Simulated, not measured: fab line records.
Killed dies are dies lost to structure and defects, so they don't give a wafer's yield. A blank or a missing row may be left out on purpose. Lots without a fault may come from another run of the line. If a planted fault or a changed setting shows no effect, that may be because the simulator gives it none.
Which tool did it? -- flow nand_harc -- 12 lots with 36 wafers sampled at 4 steps, on a route of 1159 steps

WHAT THE GAUGES SHOWED, per wafer
NHARC_P_ZERO_WELL_CD_MEAS_52 targets a cd of 2000 nm. Usual: 1999.0 nm for cd_nm, sd 2.3.
lot,measured,on,cd_nm (nm),flag
L731,day 1 17:47,cd_sem-03,1999.2 1998.3 1999.8,
L732,day 1 23:56,cd_sem-01,1999.7 1997.2 2000.0,
L736,day 2 23:40,cd_sem-03,2001.1 1997.6 1998.4,
L738,day 3 11:38,cd_sem-01,1950.0 1948.3 1953.4,OFF
L741,day 4 05:54,cd_sem-02,1997.5 2001.8 2002.6,
L746,day 5 11:55,cd_sem-01,1994.0 1999.9 1998.9,
L747,day 5 17:31,cd_sem-03,1998.0 2001.7 1996.4,
L749,day 6 05:52,cd_sem-03,2002.4 1996.5 2001.1,
L750,day 6 11:36,cd_sem-01,1997.0 1995.1 1998.1,
L751,day 6 17:29,cd_sem-02,2001.0 2000.5 2003.6,
L753,day 7 05:44,cd_sem-03,2000.1 1997.5 1999.6,
L754,day 7 11:29,cd_sem-03,1999.4 1996.8 1999.7,

NHARC_P_GATE_OVL_MEAS_27. Usual: overlay_x_nm 0.0 nm, standard deviation 0.75; overlay_y_nm -0.2 nm, standard deviation 0.65.
lot,measured,on,overlay_x_nm (nm),overlay_y_nm (nm),flag
L731,day 4 20:28,overlay-02,1.0 1.3 0.8,-0.4 -0.5 -0.8,
L732,day 4 20:44,overlay-01,-0.7 -1.2 -1.1,-0.8 -0.7 -0.4,
L736,day 5 16:55,overlay-01,0.1 -0.1 0.2,-0.2 -0.4 -0.2,
L738,day 6 09:55,overlay-01,-1.1 -0.7 -1.0,-0.3 -0.3 -1.0,
L741,day 7 07:57,overlay-02,-0.5 -1.0 -0.2,0.8 0.7 0.0,
L746,day 8 19:33,overlay-01,-1.5 -1.1 -1.4,0.1 -0.1 0.2,
L747,day 8 20:11,overlay-01,-0.9 -0.8 -0.8,-0.4 0.0 -0.2,
L749,day 9 01:38,overlay-01,0.1 0.6 0.7,-0.1 -0.7 -0.6,
L750,day 9 07:56,overlay-01,0.1 -0.6 -0.2,0.1 -0.1 0.0,
L751,day 9 16:04,overlay-02,1.3 0.6 0.9,-0.7 -0.6 -0.6,
L753,day 10 06:47,overlay-01,0.0 0.4 -0.1,-1.8 -1.0 -1.6,
L754,day 10 06:56,overlay-01,-0.4 -0.2 0.6,-0.1 -1.0 -0.2,

WHAT TOOL EACH LOT RAN ON (gives the tool, then ch and the chambers of the sampled wafers, and finally the start)
lot,NHARC_P_ZERO_WELL_EXPOSE_49,NHARC_P_STI_ETCH_31
L731,"krf_scanner-02 ch 0, day 1 17:38","rie_diel-06 ch 0,1, day 4 20:28 or earlier"
L732,"krf_scanner-03 ch 0, day 1 23:46","rie_diel-03 ch 2,3, day 4 20:44 or earlier"
L736,"krf_scanner-03 ch 0, day 2 23:30","rie_diel-03 ch 1,2,3, day 5 16:55 or earlier"
L738,"krf_scanner-03 ch 0, day 3 11:29","rie_diel-05 ch 1,2,3, day 6 09:55 or earlier"
L741,"krf_scanner-02 ch 0, day 4 05:45","rie_diel-03 ch 0,1,3, day 7 07:57 or earlier"
L746,"krf_scanner-04 ch 0, day 5 11:45","rie_diel-03 ch 0,1,2, day 8 19:33 or earlier"
L747,"krf_scanner-04 ch 0, day 5 17:22","rie_diel-06 ch 0,1, day 8 20:11 or earlier"
L749,"krf_scanner-03 ch 0, day 6 05:43","rie_diel-06 ch 0,1,2, day 9 01:38 or earlier"
L750,"krf_scanner-03 ch 0, day 6 11:27","rie_diel-05 ch 0,2, day 9 07:56 or earlier"
L751,"krf_scanner-02 ch 0, day 6 17:20","rie_diel-06 ch 1,3, day 9 16:04 or earlier"
L753,"krf_scanner-03 ch 0, day 7 05:35","rie_diel-06 ch 0,1,2, day 10 06:47 or earlier"
L754,"krf_scanner-03 ch 0, day 7 11:20","rie_diel-06 ch 1,3, day 10 06:56 or earlier"
- NHARC_P_ZERO_WELL_EXPOSE_49: exposes mask P HVPW, target cd 2000 nm.
- NHARC_P_STI_ETCH_31: etches the open film in CF4/CHF3, target depth 108.9 nm, time 54.5 s.

WHAT THE TOOLS THEMSELVES READ (means of the sampled wafers that have a number; where no wafer has one, the mark that the record gives instead)
NHARC_P_STI_ETCH_31. Usual: drypump_motor_current_A 6.0 A, standard deviation 0.46; oes_product_au 0.961 a.u., standard deviation 0.016; rf_vpp_V 370.0 V, standard deviation 2.2; showerhead_plenum_p_Torr 1.56 Torr, standard deviation 0.055; throttle_valve_pct 16.802 %, standard deviation 0.009.
lot,tool,drypump_motor_current_A (A),oes_product_au (a.u.),rf_vpp_V (V),showerhead_plenum_p_Torr (Torr),throttle_valve_pct (%),flag
L731,rie_diel-06,6.0,0.963,370.7,1.59,16.804,
L732,rie_diel-03,5.7,0.950,368.5,1.51,16.796,
L736,rie_diel-03,5.5,0.955,368.7,1.54,16.802,
L738,rie_diel-05,5.6,0.973,370.1,1.56,16.801,
L741,rie_diel-03,5.7,0.952,370.8,1.56,16.799,
L746,rie_diel-03,5.8,0.960,371.1,1.58,16.799,
L747,rie_diel-06,6.1,0.960,369.7,1.58,16.798,
L749,rie_diel-06,6.2,0.966,370.5,1.56,16.798,
L750,rie_diel-05,6.0,0.978,370.0,1.57,16.804,
L751,rie_diel-06,6.4,0.968,368.6,1.54,16.797,
L753,rie_diel-06,6.2,0.952,369.3,1.56,16.798,
L754,rie_diel-06,6.4,0.952,368.3,1.52,16.807,

THE ANSWER, worked out from the rows above alone
Rule: a lot counts as off when the mean over its wafers that have a number is more than 3 standard deviations away from the usual mean. Also off: a lot with no number at a reading for which 4 or more lots have one. The other lots that the step has rows for count as sound. Order of review: gauges by route order, followed by the tools' own readings, for which a lot's mean as printed above is used. At the first step where some lot is off, the reading lying furthest off is the one used; lots without a number count as furthest.
Off: L738, at NHARC_P_ZERO_WELL_CD_MEAS_52 (cd_nm).
A tool fits if, at a process step before that reading, it ran every lot that is off, and no sound lot after the first of them. Those tools and the gauges at NHARC_P_ZERO_WELL_CD_MEAS_52 are tried in the same way. Of those tried, none fits.

WHAT THE SIMULATOR HAD PUT IN
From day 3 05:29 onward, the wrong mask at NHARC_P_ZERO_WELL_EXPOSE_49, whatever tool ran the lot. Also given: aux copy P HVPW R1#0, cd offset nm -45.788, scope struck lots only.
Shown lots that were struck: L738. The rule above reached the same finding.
